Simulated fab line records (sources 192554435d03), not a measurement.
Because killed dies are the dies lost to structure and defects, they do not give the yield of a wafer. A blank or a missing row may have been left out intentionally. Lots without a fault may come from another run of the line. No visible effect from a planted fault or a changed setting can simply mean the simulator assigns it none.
The same fault as seen by 3 desks || flow n5 finfet || each desk holds nothing but its own numbers, with what lay behind them at the end

## AT THE METROLOGY DESK
Lot by lot, what the gauges showed, no matter which tool ran the lot: averages of those sampled wafers that carry a number. Any lot whose mean is over 4 standard deviations away from the usual mean is out of limits and marked OUT; that distance is given in the brackets.
Columns: A = V5_OVL at N5_BEOL_M6_OVL_MEAS_29, usual 0.0 nm
{"lot": "L356", "first seen here": "day 9 15:04", "A": 0.2}
{"lot": "L363", "first seen here": "day 11 13:33", "A": -1.1}
{"lot": "L365", "first seen here": "day 12 00:54", "A": 1.0}
{"lot": "L371", "first seen here": "day 14 09:59", "A": 0.4}
{"lot": "L375", "first seen here": "day 14 16:41", "A": -1.4}
{"lot": "L374", "first seen here": "day 14 21:01", "A": 0.6}
This desk's finding: nothing out of limits on any of the 6 lots.

## THE DEFECT DESK
Per lot, the means of the sampled wafers with a number show what the inspections along the route counted. Any lot whose mean is over 4 standard deviations away from the usual mean is out of limits and marked OUT; that distance is given in the brackets.
Columns: A = raw defect count at N5_BEOL_M6_INSPECT_30, usual 424
{"lot": "L356", "first seen here": "day 9 15:07", "A": 267}
{"lot": "L363", "first seen here": "day 11 13:35", "A": 440}
{"lot": "L365", "first seen here": "day 12 00:56", "A": 424}
{"lot": "L371", "first seen here": "day 14 10:03", "A": 403}
{"lot": "L375", "first seen here": "day 14 16:44", "A": 619}
{"lot": "L374", "first seen here": "day 14 21:04", "A": 372}
This desk's finding: nothing out of limits on any of the 6 lots.

## DESK OF THE TOOL OWNER: rie diel-05
The tool's own readings at N5_BEOL_M6_ETCH_41 (etches SiCN in CH3F/O2, target depth 29.7 nm, time 52 s): means of the sampled wafers that have a number, for each lot that ran on this tool. Any lot whose mean is over 4 standard deviations away from the usual mean is out of limits and marked OUT; that distance is given in the brackets.
Columns: A = drypump motor current A at N5_BEOL_M6_ETCH_41, usual 5.9 A; B = oes product au at N5_BEOL_M6_ETCH_41, usual 0.78 a.u.; C = rf vpp V at N5_BEOL_M6_ETCH_41, usual 297.4 V; D = showerhead plenum p Torr at N5_BEOL_M6_ETCH_41, usual 2.00 Torr; E = throttle valve pct at N5_BEOL_M6_ETCH_41, usual 16.25 %
{"lot": "L363", "first seen here": "day 11 13:57", "A": 5.5, "B": 0.75, "C": 298.0, "D": 2.05, "E": 16.15}
{"lot": "L365", "first seen here": "day 12 01:17", "A": 6.0, "B": 0.76, "C": 299.2, "D": 2.08, "E": 16.14}
{"lot": "L374", "first seen here": "day 14 21:24", "A": 6.0, "B": 0.91, "C": 299.0, "D": 2.06, "E": 15.75}
This desk's finding: nothing out of limits on any of the 3 lots.

## ALL TOGETHER
Metrology desk: nothing out of limits seen.
The defect desk saw nothing out of limits.
The desk of the tool owner found nothing out of limits.

## WHAT HAD BEEN PUT IN BY THE SIMULATOR
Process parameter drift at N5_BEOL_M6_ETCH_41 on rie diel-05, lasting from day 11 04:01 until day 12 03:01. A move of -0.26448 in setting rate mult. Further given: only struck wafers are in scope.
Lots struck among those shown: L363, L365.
